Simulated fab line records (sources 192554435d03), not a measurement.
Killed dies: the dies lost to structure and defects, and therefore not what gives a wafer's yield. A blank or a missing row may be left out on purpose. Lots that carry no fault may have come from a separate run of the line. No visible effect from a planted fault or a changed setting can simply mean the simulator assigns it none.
Chamber matching || flow n5Finfet || N5_PMOS_HMC_CHANNEL_EPI_DESCUM_14 on rieDiel-04 has 4 sister chambers
The step chemistry O2, time 7.9 s. 4 wafers are shown with their chamber, then 7 later ones without.

== EACH WAFER AND ITS CHAMBER ==
{"wafer": "L152.3", "chamber": 0, "showerheadPlenumPTorr (Torr)": 2.23}
{"wafer": "L154.2", "chamber": 1, "showerheadPlenumPTorr (Torr)": 2.10}
{"wafer": "L158.1", "chamber": 2, "showerheadPlenumPTorr (Torr)": 2.09}
{"wafer": "L158.2", "chamber": 3, "showerheadPlenumPTorr (Torr)": 2.10}

== WAFERS WITH NO CHAMBER GIVEN ==
{"wafer": "L158.4", "showerheadPlenumPTorr (Torr)": 2.23}
{"wafer": "L160.1", "showerheadPlenumPTorr (Torr)": 2.09}
{"wafer": "L160.2", "showerheadPlenumPTorr (Torr)": 2.23}
{"wafer": "L160.6", "showerheadPlenumPTorr (Torr)": 2.23}
{"wafer": "L161.1", "showerheadPlenumPTorr (Torr)": 2.10}
{"wafer": "L161.3", "showerheadPlenumPTorr (Torr)": 2.08}
{"wafer": "L161.6", "showerheadPlenumPTorr (Torr)": 2.23}

== THE CHAMBER EACH PASSED THROUGH ==
{"wafer": "L158.4", "from the rows above": 0, "in truth": 0}
{"wafer": "L160.1", "from the rows above": 2, "in truth": 2}
{"wafer": "L160.2", "from the rows above": 0, "in truth": 0}
{"wafer": "L160.6", "from the rows above": 0, "in truth": 0}
{"wafer": "L161.1", "from the rows above": "can't be placed: 1 or 3", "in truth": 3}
{"wafer": "L161.3", "from the rows above": 2, "in truth": 2}
{"wafer": "L161.6", "from the rows above": 0, "in truth": 0}
Placed correctly: 6 of 7. Cannot be placed on the basis of these rows: 1; the candidates contain the true chamber in 1. Wrongly placed: 0.
How it was worked out, from the rows above alone: a wafer's distance from a chamber is the root of the sum, over the readings, of the square of ((its reading less the chamber's mean) divided by the reading's scatter). If the next closest chamber is less than 2 further off than the closest, the wafer can't be placed; otherwise it belongs to the closest. A chamber's mean is the mean of its shown wafers. The scatter: root of mean squared gap, hidden wafer to nearest shown wafer, with one shown wafer a chamber.
